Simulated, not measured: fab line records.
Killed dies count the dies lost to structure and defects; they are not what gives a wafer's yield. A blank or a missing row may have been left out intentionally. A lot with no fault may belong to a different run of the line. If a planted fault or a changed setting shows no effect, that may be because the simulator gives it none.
Which tool is to blame?    flow nand_harc    6 lots, 18 wafers sampled, at 3 steps of a route of 1302

WHAT THE GAUGES READ, wafer by wafer
NHARC_P_GATE_OVL_MEAS_27.
lot   measured      on          overlay_x_nm (nm)
L375  day 6 12:47   overlay-02  -0.3 -0.5 -0.7
L382  day 9 08:21   overlay-01  0.2 0.1 -0.5
L387  day 11 00:40  overlay-02  2.1 1.6 1.8
L391  day 12 20:38  overlay-02  0.9 0.7 0.5
L393  day 13 20:17  overlay-01  1.1 1.5 1.4
L395  day 14 15:31  overlay-01  0.2 0.5 0.2

WHAT TOOL EACH LOT RAN ON (gives the tool, then ch and the chambers of the sampled wafers, and finally the start)
lot   NHARC_P_ZERO_WELL_DESCUM_13         NHARC_P_STI_CMP_21
L375  rie_diel-03 ch 0,1,2, day 3 03:17   cmp-04 ch 1,3, day 4 22:14
L382  rie_diel-06 ch 1,2,3, day 6 01:23   cmp-04 ch 0,1,3, day 7 18:49
L387  rie_diel-03 ch 0,2,3, day 8 03:23   cmp-03 ch 1,3, day 9 20:28
L391  rie_diel-09 ch 0,1,3, day 9 19:29   cmp-04 ch 0,2,3, day 11 12:51
L393  rie_diel-03 ch 0,1,3, day 10 15:25  cmp-01 ch 0,2,3, day 12 11:27
L395  rie_diel-06 ch 1,2, day 11 11:25    cmp-03 ch 0,2, day 13 07:31
- NHARC_P_ZERO_WELL_DESCUM_13: chemistry O2, time 3 s.
- NHARC_P_STI_CMP_21: polishes, t overpolish 20 s, target thk 380.67 nm.

THE ANSWER, worked out from the rows above alone
Rule: the usual values come from the lots themselves. The widest of any qualifying gaps counts: lots, ordered by their means at a reading, are off when they make up no more than a third of the lots, leave a main group of 4 or more, and stand apart from it by 3 or more times the standard deviation of that group's means. A main group whose means are all the same, to the digits that the tables above print for the reading, isn't used. A lot without any number at a reading at which 4 lots or more have one is off too. Any other lot the step has rows for is counted as sound.
None of the lots is off at any reading shown; this tells nothing.

WHAT THE SIMULATOR HAD PUT IN
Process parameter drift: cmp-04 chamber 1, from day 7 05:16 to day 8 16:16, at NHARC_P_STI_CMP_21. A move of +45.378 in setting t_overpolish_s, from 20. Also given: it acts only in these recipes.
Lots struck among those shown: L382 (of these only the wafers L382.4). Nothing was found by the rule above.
